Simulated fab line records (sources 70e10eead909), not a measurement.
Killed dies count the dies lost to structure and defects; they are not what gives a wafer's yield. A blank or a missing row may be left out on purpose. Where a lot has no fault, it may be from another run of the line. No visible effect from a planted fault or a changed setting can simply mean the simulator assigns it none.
Chamber matching    flow nand harc    rie diel-04 running NHARC_A_CONTACT_ETCH_91: 4 sister chambers
The step etches the open film in CH3F/O2, target depth 40 nm, time 85.7 s. 8 wafers are shown with their chamber, then 8 later ones without.

WAFERS, EACH WITH ITS CHAMBER
wafer   chamber  showerhead plenum p Torr (Torr)  rf vpp V (V)
L904.5  2        2.53                             244.8
L907.5  2        2.52                             243.5
L909.2  3        2.50                             245.4
L909.5  0        2.31                             242.3
L914.1  1        2.39                             244.1
L914.2  3        2.50                             245.4
L914.6  0        2.31                             242.9
L912.2  1        2.39                             241.7

WAFERS WITHOUT THEIR CHAMBER
wafer   showerhead plenum p Torr (Torr)  rf vpp V (V)
L912.3  2.31                             242.9
L912.4  2.52                             245.3
L916.2  2.49                             246.2
L916.4  2.39                             241.6
L916.6  2.49                             244.3
L925.2  2.30                             242.6
L925.4  2.51                             247.2
L925.5  2.38                             242.5

CHAMBER TAKEN BY EACH
wafer   from the rows above      in truth
L912.3  0                        0
L912.4  2                        2
L916.2  3                        3
L916.4  1                        1
L916.6  3                        3
L925.2  0                        0
L925.4  can't be placed: 3 or 2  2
L925.5  1                        1
7 of 8 placed correctly. Unplaceable from these rows: 1, with the true chamber sitting among the candidates in 1. 0 placed wrongly.
How it was worked out, from the rows above alone: a wafer's distance from a chamber is the root of the sum, over the readings, of the square of ((its reading less the chamber's mean) divided by the reading's scatter). If the next closest chamber is less than 2 further off than the closest, the wafer can't be placed; otherwise it belongs to the closest. A chamber's mean is the mean of its shown wafers. The scatter: the root of (the sum of the squares of (reading less its chamber's mean) over the shown wafers, divided by (wafers less chambers)).
